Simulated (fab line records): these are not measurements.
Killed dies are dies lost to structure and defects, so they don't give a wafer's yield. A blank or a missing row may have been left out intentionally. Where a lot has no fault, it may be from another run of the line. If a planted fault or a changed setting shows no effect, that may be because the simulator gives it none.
fab line records | flow nand_harc | part 1 of 2: steps 1 to 32 of 45
[record] lots = 5 | wafers = 15 | last_day = 33
route steps=1302 shown A_DECK1_JOINT@518 A_ONON_D2@545
lots with no fault: from the same line, run without faults
start_h: hours from the record's first day to the start of the lot's first wafer shown | wait_h: time in hours since the lot's previous step | " as in the row above | L1.1+2: a row that stands for several wafers | - value missing, or start not given | * or withheld: withheld | < > ~ a bound
route shown NAME@n: NAME is a module with steps in the file, n the number in the route of the first one | usual: mean/standard deviation taken from wafers without a fault | same: alike in all rows | chamber/n: place in a boat | sites: readings site by site | _std_site: their standard deviation | _edge_site: inner sites' mean taken away from outer sites' mean | radius_mm: for every site, how far away it sits from the centre of the wafer | mask NAME#n: copy n | behind: the last tool/chamber to shape the wafer | hold: what put the lot on hold/how long, in hours/how the hold closed | device: transistor that didn't switch, given as n, p or np | end of line: the same wafers' tests at the end of the route | step lacking rows: just its recipe | killed: at the first sort, the dies lost to defects and structure; wafer yield is something else | map: dies across one wafer; x = killed, . = not, _ = none there
set.NAME: the setting the step ran with; set.NAME@STEP: the setting that earlier step ran with | model.NAME: the simulator's own value behind a step, which no gauge read
lots seen at some steps along the route; tables by step, rows by wafer
services: when a tool's chamber went out of use (start_h, in hours from the record's first day, below 0 if earlier), for how many hours, and the reason
[[steps]]
[step NHARC_A_DECK1_JOINT_ETCHBACK_07]
[recipe] target_depth_a = 1050 | time_s = 26.9 | hbr_flow_sccm = 150 | rf_w = 350 | icp_w = 350 | bias_w = 60 | chemistry = HBr
[usual] drypump_motor_current_A = 5.6/0.37 | oes_product_au = 0.999/0.013 | throttle_valve_pct = 23.266/0.0083
[same] time_s = 26.9
lot.wafer | tool      | chamber | start_h | wait_h | drypump_motor_current_A | oes_product_au | rf_hours_counter_h | throttle_valve_pct
L080.3    | rie_si-01 | 2       | 302.64  | 0.1    | 5.5                     | 0.989          | 0.6                | 23.262
L080.1    | "         | 0       | "       | "      | 5.7                     | 0.998          | 0.6                | 23.270
L080.6    | "         | 2       | "       | "      | 5.5                     | 1.002          | -                  | 23.270
L084.4    | rie_si-03 | 2       | 335.05  | 0.1    | 5.5                     | 0.989          | 0.6                | 23.253
L084.5    | "         | 2       | "       | "      | 5.5                     | 0.978          | -                  | 23.265
L084.6    | "         | 3       | "       | "      | 5.3                     | 1.014          | -                  | 23.245
L091.1    | rie_si-06 | 1       | 400.50  | 0.1    | 5.8                     | 0.988          | 1.0                | 23.278
L091.5    | "         | 1       | "       | "      | 5.8                     | 0.993          | -                  | 23.271
L091.4    | "         | 0       | "       | "      | 6.0                     | 1.015          | -                  | 23.275
L090.4    | rie_si-01 | 2       | 400.56  | 0.1    | 5.5                     | 1.016          | 0.1                | 23.268
L090.5    | "         | 3       | "       | "      | 6.2                     | 0.998          | -                  | 23.246
L090.6    | "         | 0       | "       | "      | 5.7                     | 1.014          | -                  | 23.260
L095.3    | rie_si-06 | 1       | 450.64  | 0.1    | 5.8                     | 0.996          | 0.1                | 23.267
L095.2    | "         | 2       | "       | "      | 5.5                     | 1.002          | 0.1                | 23.263
L095.6    | "         | 3       | "       | "      | 5.3                     | 1.001          | -                  | 23.252
[step NHARC_A_DECK1_JOINT_ETCH_25]
[recipe] target_depth_a = 5 | chemistry = dHF | material = SiO2
lot.wafer  | tool         | chamber | start_h | wait_h
L080.3+6+1 | wet_bench-09 | 7,2,3   | 302.78  | 0.1
L084.4+6+5 | wet_bench-04 | 6,0,1   | 335.20  | 0.1
L090.4+5+6 | wet_bench-04 | 3,5,0   | 400.67  | 0.1
L091.5+1+4 | wet_bench-09 | 3,4,5   | 400.68  | 0.1
L095.2+6+3 | wet_bench-04 | 6,7,0   | 450.78  | 0.1
[step NHARC_A_DECK1_JOINT_ETCH_19]
[recipe] temp_c = 25 | target_depth_a = 30 | chemistry = TMAH | material = poly-Si
lot.wafer  | tool         | chamber | start_h | wait_h
L080.3+6+1 | wet_bench-09 | 7,2,3   | 302.82  | 0.0
L084.4+6+5 | wet_bench-04 | 6,0,1   | 335.24  | 0.0
L090.4+5+6 | wet_bench-04 | 3,5,0   | 400.70  | 0.0
L091.5+1+4 | wet_bench-09 | 3,4,5   | 400.71  | 0.0
L095.2+6+3 | wet_bench-04 | 6,7,0   | 450.82  | 0.0
[step NHARC_A_DECK1_JOINT_ETCH_18]
[recipe] target_depth_a = 30 | chemistry = dHF | material = SiO2
lot.wafer  | tool         | chamber | start_h | wait_h
L080.3+6+1 | wet_bench-09 | 7,2,3   | -       | -
L084.4+6+5 | wet_bench-04 | 6,0,1   | -       | -
L090.4+5+6 | wet_bench-04 | 3,5,0   | -       | -
L091.5+1+4 | wet_bench-09 | 3,4,5   | -       | -
L095.2+6+3 | wet_bench-04 | 6,7,0   | -       | -
[step NHARC_A_DECK1_JOINT_WET_08]
[recipe] temp_c = 160 | time_s = 86 | chemistry = H3PO4
[same] time_s = 86
lot.wafer  | tool         | chamber | start_h | wait_h
L080.1+3+6 | wet_h3po4-02 | 1       | 304.62  | -
L084.4+5+6 | wet_h3po4-01 | 1       | 337.03  | -
L090.4+5+6 | wet_h3po4-01 | 1       | 402.87  | -
L091.1+4+5 | wet_h3po4-01 | 0       | 402.87  | -
L095.2+3+6 | wet_h3po4-02 | 0       | 452.61  | -
[step NHARC_A_DECK1_JOINT_ETCH_09]
[recipe] target_depth_a = 50 | chemistry = dHF | material = SiO2
lot.wafer  | tool         | chamber | start_h | wait_h
L080.1+3+6 | wet_bench-09 | 6,0,3   | 305.17  | 0.0
L084.4+5+6 | wet_bench-04 | 7,2,3   | 337.59  | 0.0
L091.5+4+1 | wet_bench-09 | 0,1,4   | 403.41  | 0.0
L090.6+5+4 | wet_bench-09 | 4,6,1   | 403.45  | 0.1
L095.3+2+6 | wet_bench-09 | 1,3,4   | 453.15  | 0.0
[step NHARC_A_DECK1_JOINT_WET_10]
[recipe] temp_c = 160 | time_s = 86 | chemistry = H3PO4
[same] time_s = 86
lot.wafer  | tool         | chamber | start_h | wait_h
L080.1+3+6 | wet_h3po4-01 | 1       | 306.86  | 1.7
L084.4+5+6 | wet_h3po4-02 | 0       | 339.27  | 1.7
L090.4+5+6 | wet_h3po4-01 | 0       | 405.11  | 1.6
L091.1+4+5 | wet_h3po4-01 | 1       | 405.11  | 1.7
L095.2+3+6 | wet_h3po4-01 | 1       | 454.84  | 1.7
[step NHARC_A_DECK1_JOINT_ETCH_11]
[recipe] target_depth_a = 350 | chemistry = dHF | material = SiO2
lot.wafer  | tool         | chamber | start_h | wait_h
L080.6+3+1 | wet_bench-04 | 2,3,4   | 307.40  | 0.0
L084.4+6+5 | wet_bench-09 | 1,2,4   | 339.84  | 0.0
L091.4+1+5 | wet_bench-09 | 2,6,7   | 405.65  | 0.0
L090.4+6+5 | wet_bench-09 | 0,3,4   | 405.78  | 0.2
L095.2+3+6 | wet_bench-09 | 4,6,0   | 455.41  | 0.0
[step NHARC_A_DECK1_JOINT_CVD_12]
[recipe] target_thk_a = 900 | temp_c = 620 | pressure_mtorr = 200 | time_s = 1800 | material = poly-Si
[same] time_s = 1800
lot.wafer  | tool          | chamber | start_h | wait_h
L080.1+3+6 | lpcvd_poly-01 | 0       | 310.06  | 2.6
L084.4+5+6 | lpcvd_poly-02 | 0       | 343.17  | 3.3
L090.4+5+6 | lpcvd_poly-01 | 0       | 408.31  | 2.5
L091.1+4+5 | lpcvd_poly-01 | 0       | 408.31  | 2.5
L095.2+3+6 | lpcvd_poly-01 | 0       | 458.34  | 2.9
[step NHARC_A_DECK1_JOINT_CMP_13]
[recipe] target_thk_nm = 51.023
[usual] edge_zone_pressure_frac = 1.000/0.005 | motor_current_A = 12.3/1.2 | time_to_endpoint_s = 10/3.2
lot.wafer | tool   | chamber | start_h | wait_h | edge_zone_pressure_frac | motor_current_A | time_to_endpoint_s
L080.1    | cmp-03 | 2       | 312.91  | 0.4    | 1.003                   | 14.0            | 10
L080.3    | "      | 1       | "       | "      | 0.996                   | 13.4            | 13
L080.6    | "      | 3       | "       | "      | 0.996                   | 11.2            | 14
L084.4    | cmp-02 | 0       | 346.11  | 0.4    | 1.008                   | 13.4            | 10
L084.6    | "      | 2       | "       | "      | 0.991                   | 12.5            | 11
L084.5    | "      | 3       | "       | "      | 0.999                   | 10.1            | 5
L091.1    | cmp-03 | 1       | 411.14  | 0.4    | 1.002                   | 13.6            | 12
L091.4    | "      | 2       | "       | "      | 0.999                   | 13.7            | 9
L091.5    | "      | 2       | "       | "      | 0.997                   | 13.6            | 13
L090.4    | cmp-02 | 2       | 411.19  | 0.4    | 0.996                   | 13.2            | 13
L090.6    | "      | 0       | "       | "      | 1.010                   | 12.7            | 9
L090.5    | "      | 1       | "       | "      | 1.002                   | 12.8            | 8
L095.2    | cmp-01 | 3       | 461.22  | 0.4    | 0.999                   | 10.6            | 9
L095.3    | "      | 1       | "       | "      | 1.001                   | 12.2            | 15
L095.6    | "      | 2       | "       | "      | 0.989                   | 11.1            | 10
[step NHARC_A_DECK1_JOINT_THK_MEAS_14]
[recipe] thk_meas_gauge = ellipsometry
[usual] thk_nm = 51.8/1.7
lot.wafer | tool          | chamber | start_h | wait_h | thk_nm
L080.1    | film_metro-01 | -       | 313.17  | 0.2    | 52.2
L080.3    | "             | -       | "       | "      | 51.7
L080.6    | "             | -       | "       | "      | 54.0
L084.4    | film_metro-01 | -       | 346.31  | 0.2    | 52.9
L084.5    | "             | -       | "       | "      | 49.0
L084.6    | "             | -       | "       | "      | 49.7
L091.1    | film_metro-01 | -       | 411.39  | 0.2    | 50.4
L091.4    | "             | -       | "       | "      | 53.3
L091.5    | "             | -       | "       | "      | 52.8
L090.4    | film_metro-02 | -       | 411.39  | 0.2    | 53.5
L090.5    | "             | -       | "       | "      | 50.7
L090.6    | "             | -       | "       | "      | 51.7
L095.2    | film_metro-02 | -       | 461.45  | 0.2    | 50.4
L095.3    | "             | -       | "       | "      | 53.7
L095.6    | "             | -       | "       | "      | 51.4
[step NHARC_A_DECK1_JOINT_SRD_04]
lot.wafer  | tool         | chamber | start_h | wait_h
L080.6+3+1 | wet_bench-09 | 1,2,3   | 313.22  | 0.0
L084.4+5+6 | wet_bench-04 | 4,7,0   | 346.35  | 0.0
L090.4+5+6 | wet_bench-09 | 0,3,4   | 411.44  | 0.0
L091.5+1+4 | wet_bench-04 | 5,6,7   | 411.44  | 0.0
L095.6+3+2 | wet_bench-05 | 2,5,6   | 461.49  | 0.0
[step NHARC_A_DECK1_JOINT_ETCHBACK_00]
[recipe] target_depth_a = 300 | time_s = 17.4 | hbr_flow_sccm = 150 | rf_w = 350 | icp_w = 350 | bias_w = 60 | chemistry = HBr
[usual] drypump_motor_current_A = 5.7/0.39 | oes_product_au = 1.000/0.011 | throttle_valve_pct = 23.266/0.0097
[same] time_s = 17.4
lot.wafer | tool      | chamber | start_h | wait_h | drypump_motor_current_A | oes_product_au | rf_hours_counter_h | throttle_valve_pct
L080.1    | rie_si-06 | 0       | 313.31  | 0.1    | 6.0                     | 1.012          | 0.34               | 23.258
L080.3    | "         | 2       | "       | "      | 5.5                     | 1.025          | 0.22               | 23.279
L080.6    | "         | 3       | "       | "      | 5.3                     | 1.011          | -                  | 23.283
L084.4    | rie_si-03 | 2       | 346.49  | 0.1    | 5.5                     | 0.974          | -                  | 23.278
L084.6    | "         | 3       | "       | "      | 5.3                     | 1.003          | -                  | 23.259
L084.5    | "         | 1       | "       | "      | 5.1                     | 1.002          | -                  | 23.280
L091.1    | rie_si-06 | 0       | 411.52  | 0.1    | 6.0                     | 1.005          | 1.01               | 23.262
L091.4    | "         | 1       | "       | "      | 5.8                     | 0.992          | 1.11               | 23.280
L091.5    | "         | 0       | "       | "      | 6.0                     | 1.010          | -                  | 23.268
L090.4    | rie_si-01 | 0       | 411.53  | 0.1    | 5.7                     | 1.002          | 0.29               | 23.262
L090.6    | "         | 3       | "       | "      | 6.2                     | 0.988          | -                  | 23.268
L090.5    | "         | 0       | "       | "      | 5.7                     | 1.011          | -                  | 23.252
L095.2    | rie_si-06 | 0       | 461.57  | 0.1    | 6.0                     | 1.015          | 0.15               | 23.267
L095.3    | "         | 2       | "       | "      | 5.5                     | 0.985          | 0.17               | 23.259
L095.6    | "         | 1       | "       | "      | 5.8                     | 0.996          | -                  | 23.264
[step NHARC_A_DECK1_JOINT_PRECLEAN_30]
[recipe] time_s = * | temp_c = 50 | bath_age_min = 0 | chemistry = SC1
[usual] diw_flow_mL_min = 1415/4.2
[same] time_s = *
lot.wafer | tool         | chamber | start_h | wait_h | diw_flow_mL_min
L080.6    | wet_bench-09 | 2       | 313.44  | 0.1    | 1412
L080.3    | "            | 4       | "       | "      | 1420
L080.1    | "            | 5       | "       | "      | 1412
L084.6    | wet_bench-04 | 2       | 346.61  | 0.1    | 1416
L084.5    | "            | 3       | "       | "      | 1420
L084.4    | "            | 5       | "       | "      | 1415
L090.5    | wet_bench-09 | 2       | 411.66  | 0.1    | 1419
L090.4    | "            | 3       | "       | "      | 1408
L090.6    | "            | 6       | "       | "      | 1411
L091.5    | wet_bench-04 | 7       | 411.66  | 0.1    | 1415
L091.4    | "            | 1       | "       | "      | 1412
L091.1    | "            | 2       | "       | "      | 1414
L095.2    | wet_bench-04 | 0       | 461.73  | 0.1    | 1413
L095.6    | "            | 1       | "       | "      | 1414
L095.3    | "            | 2       | "       | "      | 1416
[step NHARC_A_DECK1_JOINT_SRD_31]
lot.wafer  | tool         | chamber | start_h | wait_h
L080.6+3+1 | wet_bench-09 | 2,4,5   | -       | -
L084.6+5+4 | wet_bench-04 | 2,3,5   | -       | -
L091.5+4+1 | wet_bench-04 | 7,1,2   | -       | -
L090.5+4+6 | wet_bench-09 | 2,3,6   | -       | -
L095.2+6+3 | wet_bench-04 | 0,1,2   | -       | -
[step NHARC_A_DECK1_JOINT_CVD_34]
[recipe] target_thk_a = 200 | temp_c = 700 | pressure_mtorr = 300 | material = SiNx
lot.wafer  | tool     | chamber | start_h | wait_h
L080.1+3+6 | lpcvd-01 | 1       | 316.69  | -
L084.4+5+6 | lpcvd-01 | 0       | 349.84  | -
L090.4+5+6 | lpcvd-01 | 0       | 414.90  | -
L091.1+4+5 | lpcvd-01 | 0       | 414.90  | -
L095.2+3+6 | lpcvd-02 | 0       | 464.96  | -
[step NHARC_A_DECK1_JOINT_DEP_06]
[recipe] target_thk_a = 800 | temp_c = 65 | material = SiOx
lot.wafer  | tool    | chamber | start_h | wait_h
L080.1+3+6 | fcvd-02 | 1,0,0   | 319.90  | 0.4
L084.4+5+6 | fcvd-02 | 0,0,1   | 353.11  | 0.4
L091.1+4+5 | fcvd-01 | 1       | 418.16  | 0.4
L090.4+6+5 | fcvd-02 | 0,1,0   | 418.24  | 0.5
L095.2+3+6 | fcvd-02 | 0,0,1   | 468.22  | 0.4
[step NHARC_A_DECK1_JOINT_CURE_26]
[recipe] temp_c = 150 | time_s = 32 | pressure_atm = 0.395
[same] time_s = 32
lot.wafer  | tool    | chamber | start_h | wait_h
L080.1+3+6 | fcvd-02 | 1,0,0   | 320.06  | 0.1
L084.4+5+6 | fcvd-02 | 0,0,1   | 353.26  | 0.1
L091.1+4+5 | fcvd-01 | 1       | 418.34  | 0.2
L090.4+6+5 | fcvd-02 | 0,1,0   | 418.37  | 0.1
L095.2+3+6 | fcvd-02 | 0,0,1   | 468.38  | 0.1
[step NHARC_A_DECK1_JOINT_ANNEAL_27]
[recipe] temp_c = 400 | time_s = 3600 | idle_temp_c = 300 | ramp_up_c_per_min = 10 | densification_p_h2o_torr = 640
[usual] tube_center_temp_C_max = 401.02/0.16
[same] time_s = 3600
lot.wafer | tool       | chamber | start_h | wait_h | tube_center_temp_C_max
L080.1    | furnace-05 | 0       | 325.62  | 5.5    | 401.15
L080.3    | "          | 0       | "       | "      | 401.16
L080.6    | "          | 0       | "       | "      | 401.11
L084.4    | furnace-08 | 0       | 355.96  | 2.7    | 401.22
L084.5    | "          | 0       | "       | "      | 401.12
L084.6    | "          | 0       | "       | "      | 401.14
L090.4    | furnace-08 | 0       | 421.06  | 2.7    | 401.03
L090.5    | "          | 0       | "       | "      | 401.24
L090.6    | "          | 0       | "       | "      | 400.83
L091.1    | furnace-08 | 0       | 421.06  | 2.7    | 401.17
L091.4    | "          | 0       | "       | "      | 401.04
L091.5    | "          | 0       | "       | "      | 401.21
L095.2    | furnace-08 | 0       | 471.22  | 2.8    | 400.91
L095.3    | "          | 0       | "       | "      | 401.40
L095.6    | "          | 0       | "       | "      | 400.97
[step NHARC_A_DECK1_JOINT_ANNEAL_28]
[recipe] temp_c = 500 | time_s = 1800 | idle_temp_c = 400 | ramp_up_c_per_min = 10 | densification_p_h2o_torr = 640
[usual] tube_center_temp_C_max = 501.29/0.19
[same] time_s = 1800
lot.wafer | tool       | chamber | start_h | wait_h | tube_center_temp_C_max
L080.1    | furnace-05 | 0       | 334.86  | 7.5    | 501.34
L080.3    | "          | 0       | "       | "      | 501.18
L080.6    | "          | 0       | "       | "      | 501.10
L084.4    | furnace-08 | 0       | 360.30  | 2.6    | 501.43
L084.5    | "          | 0       | "       | "      | 501.65
L084.6    | "          | 0       | "       | "      | 501.75
L090.4    | furnace-08 | 0       | 425.37  | 2.6    | 501.27
L090.5    | "          | 0       | "       | "      | 501.41
L090.6    | "          | 0       | "       | "      | 501.26
L091.1    | furnace-08 | 0       | 425.37  | 2.6    | 500.99
L091.4    | "          | 0       | "       | "      | 501.20
L091.5    | "          | 0       | "       | "      | 501.40
L095.2    | furnace-05 | 0       | 488.91  | 15.9   | 501.09
L095.3    | "          | 0       | "       | "      | 501.14
L095.6    | "          | 0       | "       | "      | 501.19
[step NHARC_A_DECK1_JOINT_ANNEAL_29]
[recipe] temp_c = 750 | time_s = 1800 | idle_temp_c = 500 | ramp_up_c_per_min = 10 | ramp_down_c_per_min = 3
[usual] tube_center_temp_C_max = 751.9/0.34
[same] time_s = 1800
lot.wafer | tool       | chamber | start_h | wait_h | tube_center_temp_C_max
L080.1    | furnace-05 | 0       | 342.17  | 6.6    | 752.2
L080.3    | "          | 0       | "       | "      | 751.8
L080.6    | "          | 0       | "       | "      | 751.8
L084.4    | furnace-08 | 0       | 363.54  | 2.6    | 751.8
L084.5    | "          | 0       | "       | "      | 752.0
L084.6    | "          | 0       | "       | "      | 751.5
L090.4    | furnace-08 | 0       | 426.04  | 0.0    | 751.9
L090.5    | "          | 0       | "       | "      | 752.6
L090.6    | "          | 0       | "       | "      | 751.4
L091.1    | furnace-08 | 0       | 426.04  | 0.0    | 752.3
L091.4    | "          | 0       | "       | "      | 751.7
L091.5    | "          | 0       | "       | "      | 752.1
L095.2    | furnace-05 | 0       | 491.84  | 2.3    | 751.9
L095.3    | "          | 0       | "       | "      | 751.4
L095.6    | "          | 0       | "       | "      | 752.3
[step NHARC_A_DECK1_JOINT_CMP_02]
[recipe] material = SiOx
[usual] edge_zone_pressure_frac = 1.000/0.0047 | motor_current_A = 12.3/1.2
lot.wafer | tool   | chamber | start_h | wait_h | edge_zone_pressure_frac | motor_current_A
L080.1    | cmp-01 | 3       | 344.81  | 0.4    | 0.997                   | 11.1
L080.3    | "      | 1       | "       | "      | 0.991                   | 12.1
L080.6    | "      | 3       | "       | "      | 0.998                   | 11.3
L084.4    | cmp-01 | 3       | 366.26  | 0.4    | 0.992                   | 11.6
L084.5    | "      | 1       | "       | "      | 0.998                   | 12.6
L084.6    | "      | 2       | "       | "      | 0.997                   | 11.3
L091.4    | cmp-03 | 0       | 428.70  | 0.4    | 0.988                   | 11.9
L091.1    | "      | 2       | "       | "      | 1.002                   | 13.9
L091.5    | "      | 1       | "       | "      | 1.007                   | 13.4
L090.4    | cmp-02 | 1       | 428.75  | 0.4    | 0.994                   | 11.7
L090.5    | "      | 3       | "       | "      | 1.007                   | 10.6
L090.6    | "      | 0       | "       | "      | 1.001                   | 13.0
L095.3    | cmp-03 | 2       | 494.55  | 0.4    | 0.999                   | 14.5
L095.2    | "      | 3       | "       | "      | 0.999                   | 11.2
L095.6    | "      | 1       | "       | "      | 1.004                   | 14.0
[step NHARC_A_DECK1_JOINT_SRD_15]
lot.wafer  | tool         | chamber | start_h | wait_h
L080.6+3+1 | wet_bench-04 | 0,2,3   | 345.11  | 0.0
L084.4+6+5 | wet_bench-04 | 3,4,0   | 366.51  | 0.0
L091.5+1+4 | wet_bench-04 | 3,5,7   | 429.00  | 0.0
L090.6+4+5 | wet_bench-09 | 2,3,4   | 429.01  | 0.0
L095.3+6+2 | wet_bench-04 | 4,5,6   | 494.80  | 0.0
[step NHARC_A_DECK1_JOINT_DEP_16]
[recipe] target_thk_a = 450 | temp_c = 400 | pressure_torr = 6.5 | rf_w = 900 | teos_flow_sccm = 161.4 | flow_sccm = 2650 | target_thk_nm = 45 | gas = O2 | material = SiO2
[usual] heater_power_w = 555/78 | throttle_valve_pct = 16.1/0.48
lot.wafer | tool     | chamber | start_h | wait_h | heater_power_w | throttle_valve_pct
L080.1    | pecvd-01 | 0       | 345.23  | 0.1    | 498            | 15.6
L080.3    | "        | 1       | "       | "      | 409            | 15.2
L080.6    | "        | 1       | "       | "      | 402            | 15.2
L084.6    | pecvd-01 | 1       | 366.70  | 0.2    | 525            | 15.3
L084.4    | "        | 2       | "       | "      | 530            | 15.9
L084.5    | "        | 0       | "       | "      | 404            | 15.8
L090.4    | pecvd-01 | 2       | 429.18  | 0.2    | 503            | 16.1
L090.5    | "        | 0       | "       | "      | 470            | 15.9
L090.6    | "        | 1       | "       | "      | 480            | 15.4
L091.1    | pecvd-01 | 0       | 429.29  | 0.3    | 442            | 15.8
L091.5    | "        | 0       | "       | "      | 445            | 15.8
L091.4    | "        | 1       | "       | "      | 526            | 15.8
L095.2    | pecvd-02 | 2       | 494.93  | 0.1    | 635            | 16.5
L095.3    | "        | 1       | "       | "      | 553            | 16.7
L095.6    | "        | 1       | "       | "      | 553            | 17.0
[step NHARC_A_DECK1_JOINT_THK_MEAS_17]
[recipe] thk_meas_gauge = ellipsometry
[usual] thk_nm = 44.9/1.3
lot.wafer | tool          | chamber | start_h | wait_h | thk_nm
L080.1    | film_metro-01 | -       | 345.48  | 0.2    | 44.8
L080.3    | "             | -       | "       | "      | 45.1
L080.6    | "             | -       | "       | "      | 45.8
L084.4    | film_metro-01 | -       | 366.90  | 0.1    | 46.5
L084.5    | "             | -       | "       | "      | 46.9
L084.6    | "             | -       | "       | "      | 45.4
L090.4    | film_metro-01 | -       | 429.37  | 0.2    | 46.1
L090.5    | "             | -       | "       | "      | 47.9
L090.6    | "             | -       | "       | "      | 44.7
L091.1    | film_metro-01 | -       | 429.54  | 0.2    | 47.7
L091.4    | "             | -       | "       | "      | 45.6
L091.5    | "             | -       | "       | "      | 47.3
L095.2    | film_metro-02 | -       | 495.26  | 0.3    | 46.2
L095.3    | "             | -       | "       | "      | 44.2
L095.6    | "             | -       | "       | "      | 44.4
[step NHARC_A_DECK1_JOINT_INSPECT_05]
[usual] raw_defect_count = 322/110
lot.wafer | tool              | chamber | start_h | wait_h | raw_defect_count
L080.1    | defect_inspect-02 | -       | 345.52  | 0.0    | 260
L080.3    | "                 | -       | "       | "      | 305
L080.6    | "                 | -       | "       | "      | 301
L084.4    | defect_inspect-02 | -       | 366.93  | 0.0    | 271
L084.5    | "                 | -       | "       | "      | 363
L084.6    | "                 | -       | "       | "      | 244
L090.4    | defect_inspect-02 | -       | 429.41  | 0.0    | 187
L090.5    | "                 | -       | "       | "      | 190
L090.6    | "                 | -       | "       | "      | 254
L091.1    | defect_inspect-02 | -       | 429.58  | 0.0    | 205
L091.4    | "                 | -       | "       | "      | 326
L091.5    | "                 | -       | "       | "      | 272
L095.2    | defect_inspect-01 | -       | 495.29  | 0.0    | 277
L095.3    | "                 | -       | "       | "      | 258
L095.6    | "                 | -       | "       | "      | 336
[step NHARC_A_ONON_D2_DEP_00]
[recipe] target_thk_a = 10000 | n2_flow_sccm = 2750 | n2o_flow_sccm = 2000 | nh3_flow_sccm = 500 | sih4_flow_sccm = 210 | temp_c = 400
lot.wafer  | tool          | chamber | start_h | wait_h
L080.1+3+6 | pecvd_onon-02 | 0       | 345.58  | 0.1
L084.4+5+6 | pecvd_onon-04 | 0       | 367.47  | 0.5
L091.1+4+5 | pecvd_onon-02 | 0       | 429.64  | 0.1
L090.4+5+6 | pecvd_onon-03 | 0       | 429.65  | 0.2
L095.2+3+6 | pecvd_onon-03 | 0       | 495.42  | 0.1
[step NHARC_A_ONON_D2_THK_MEAS_02]
[recipe] thk_meas_gauge = ellipsometry
[usual] thk_nm = 1001/13
lot.wafer | tool          | chamber | start_h | wait_h | thk_nm
L080.1    | film_metro-02 | -       | 346.10  | -      | 992
L080.3    | "             | -       | "       | "      | 994
L080.6    | "             | -       | "       | "      | 994
L084.4    | film_metro-02 | -       | 367.81  | -      | 1016
L084.5    | "             | -       | "       | "      | 1015
L084.6    | "             | -       | "       | "      | 1016
L090.4    | film_metro-02 | -       | 429.99  | -      | 1011
L090.5    | "             | -       | "       | "      | 1012
L090.6    | "             | -       | "       | "      | 1010
L091.1    | film_metro-01 | -       | 430.16  | -      | 1007
L091.4    | "             | -       | "       | "      | 1006
L091.5    | "             | -       | "       | "      | 1005
L095.2    | film_metro-02 | -       | 495.87  | -      | 1005
L095.3    | "             | -       | "       | "      | 1003
L095.6    | "             | -       | "       | "      | 1003
[step NHARC_A_ONON_D2_DEP_03]
[recipe] target_thk_a = 10000 | n2_flow_sccm = 2750 | n2o_flow_sccm = 2000 | nh3_flow_sccm = 500 | sih4_flow_sccm = 210 | temp_c = 400
lot.wafer  | tool          | chamber | start_h | wait_h
L080.1+3+6 | pecvd_onon-04 | 0       | 346.16  | 0.1
L084.4+5+6 | pecvd_onon-04 | 0       | 368.04  | 0.2
L091.1+4+5 | pecvd_onon-04 | 0       | 430.21  | 0.1
L090.4+5+6 | pecvd_onon-02 | 0       | 430.22  | 0.2
L095.2+3+6 | pecvd_onon-03 | 0       | 495.98  | 0.1
[step NHARC_A_ONON_D2_THK_MEAS_05]
[recipe] thk_meas_gauge = ellipsometry
[usual] thk_nm = 1000/8
lot.wafer | tool          | chamber | start_h | wait_h | thk_nm
L080.1    | film_metro-01 | -       | 346.67  | -      | 986
L080.3    | "             | -       | "       | "      | 986
L080.6    | "             | -       | "       | "      | 986
L084.4    | film_metro-02 | -       | 368.37  | -      | 990
L084.5    | "             | -       | "       | "      | 988
L084.6    | "             | -       | "       | "      | 990
L090.4    | film_metro-01 | -       | 430.55  | -      | 996
L090.5    | "             | -       | "       | "      | 993
L090.6    | "             | -       | "       | "      | 995
L091.1    | film_metro-02 | -       | 430.72  | -      | 1004
L091.4    | "             | -       | "       | "      | 1001
L091.5    | "             | -       | "       | "      | 1001
L095.2    | film_metro-01 | -       | 496.43  | -      | 1008
L095.3    | "             | -       | "       | "      | 1009
L095.6    | "             | -       | "       | "      | 1007
[step NHARC_A_ONON_D2_DEP_06]
[recipe] target_thk_a = 10000 | n2_flow_sccm = 2750 | n2o_flow_sccm = 2000 | nh3_flow_sccm = 500 | sih4_flow_sccm = 210 | temp_c = 400
lot.wafer  | tool          | chamber | start_h | wait_h
L080.1+3+6 | pecvd_onon-04 | 0       | 346.73  | 0.1
L084.4+5+6 | pecvd_onon-04 | 0       | 368.60  | 0.2
L091.1+4+5 | pecvd_onon-03 | 0       | 430.78  | 0.1
L090.4+5+6 | pecvd_onon-04 | 0       | 430.78  | 0.2
L095.2+3+6 | pecvd_onon-03 | 0       | 496.55  | 0.1
[step NHARC_A_ONON_D2_THK_MEAS_08]
[recipe] thk_meas_gauge = ellipsometry
[usual] thk_nm = 1000/8.9
lot.wafer | tool          | chamber | start_h | wait_h | thk_nm
L080.1    | film_metro-01 | -       | 347.24  | -      | 985
L080.3    | "             | -       | "       | "      | 983
L080.6    | "             | -       | "       | "      | 985
L084.4    | film_metro-02 | -       | 368.94  | -      | 1008
L084.5    | "             | -       | "       | "      | 1006
L084.6    | "             | -       | "       | "      | 1008
L090.4    | film_metro-02 | -       | 431.12  | -      | 991
L090.5    | "             | -       | "       | "      | 988
L090.6    | "             | -       | "       | "      | 989
L091.1    | film_metro-02 | -       | 431.29  | -      | 991
L091.4    | "             | -       | "       | "      | 990
L091.5    | "             | -       | "       | "      | 990
L095.2    | film_metro-02 | -       | 497.00  | -      | 1000
L095.3    | "             | -       | "       | "      | 1001
L095.6    | "             | -       | "       | "      | 998
